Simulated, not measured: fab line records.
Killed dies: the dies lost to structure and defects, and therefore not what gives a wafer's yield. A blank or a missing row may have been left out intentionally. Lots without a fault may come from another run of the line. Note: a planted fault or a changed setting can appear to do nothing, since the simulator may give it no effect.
Chamber matching	flow nand-harc	3 sister chambers for NHARC_A_SLIT_DEP_23 on pecvd-01
The step deposits SiON, target thk 100 nm. 20 wafers are shown with their chamber, then 10 later ones without.

EACH WAFER AND ITS CHAMBER
wafer	chamber	heater-power-outer-w (W)	heater-power-w (W)	susceptor-temp-C (C)
L074.1	1	487	747	400.36
L074.2	2	382	649	399.83
L074.4	1	502	747	400.22
L077.1	2	326	600	399.73
L077.3	0	478	768	400.05
L077.5	2	327	596	399.73
L080.4	1	450	689	399.72
L080.5	0	511	793	400.12
L080.6	2	372	624	400.27
L082.1	2	321	561	400.28
L082.3	0	520	840	400.13
L082.5	2	315	577	400.27
L086.1	0	495	781	400.17
L086.2	1	426	649	399.68
L086.6	1	435	682	400.08
L089.1	0	500	776	400.40
L089.2	1	455	703	399.53
L089.4	2	396	673	400.08
L091.1	0	426	695	399.92
L091.2	1	476	719	399.80

SIGNATURES (averages over the wafers above)
reading	chamber 0	chamber 1	chamber 2	scatter within a chamber
heater-power-outer-w	488.33	461.57	348.43	31.7
heater-power-w	775.50	705.14	611.43	40.7
susceptor-temp-C	400.1317	399.9129	400.0271	0.254
Rule: for a wafer and a chamber, the distance is found by dividing, reading by reading, the gap between the wafer's reading and the chamber's mean by the reading's scatter, squaring, summing and taking the root. The wafer belongs to the nearest chamber; if the next one is less than 2 further off, it can't be placed. The scatter: the root of (the sum of the squares of (reading less its chamber's mean) over the shown wafers, divided by (wafers less chambers)).

WAFERS WHOSE CHAMBER IS MISSING
wafer	heater-power-outer-w (W)	heater-power-w (W)	susceptor-temp-C (C)
L091.4	468	726	399.59
L088.2	452	710	399.79
L088.5	454	698	399.91
L088.6	346	603	400.49
L092.1	496	780	400.00
L092.2	445	686	400.01
L092.3	380	647	400.18
L094.3	503	800	400.12
L094.5	373	601	399.56
L094.6	315	555	399.94

WHICH CHAMBER EACH WENT THROUGH
wafer	from the rows above	in truth
L091.4	can't be placed: 1 or 0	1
L088.2	can't be placed: 1 or 0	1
L088.5	1	1
L088.6	2	2
L092.1	can't be placed: 0 or 1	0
L092.2	can't be placed: 1 or 0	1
L092.3	can't be placed: 2 or 1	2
L094.3	0	0
L094.5	2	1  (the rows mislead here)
L094.6	2	2
Correct placement for 4 of the 10. Not placeable from these rows: 5 (in 5, the candidates include the true chamber). Number placed wrongly: 1.
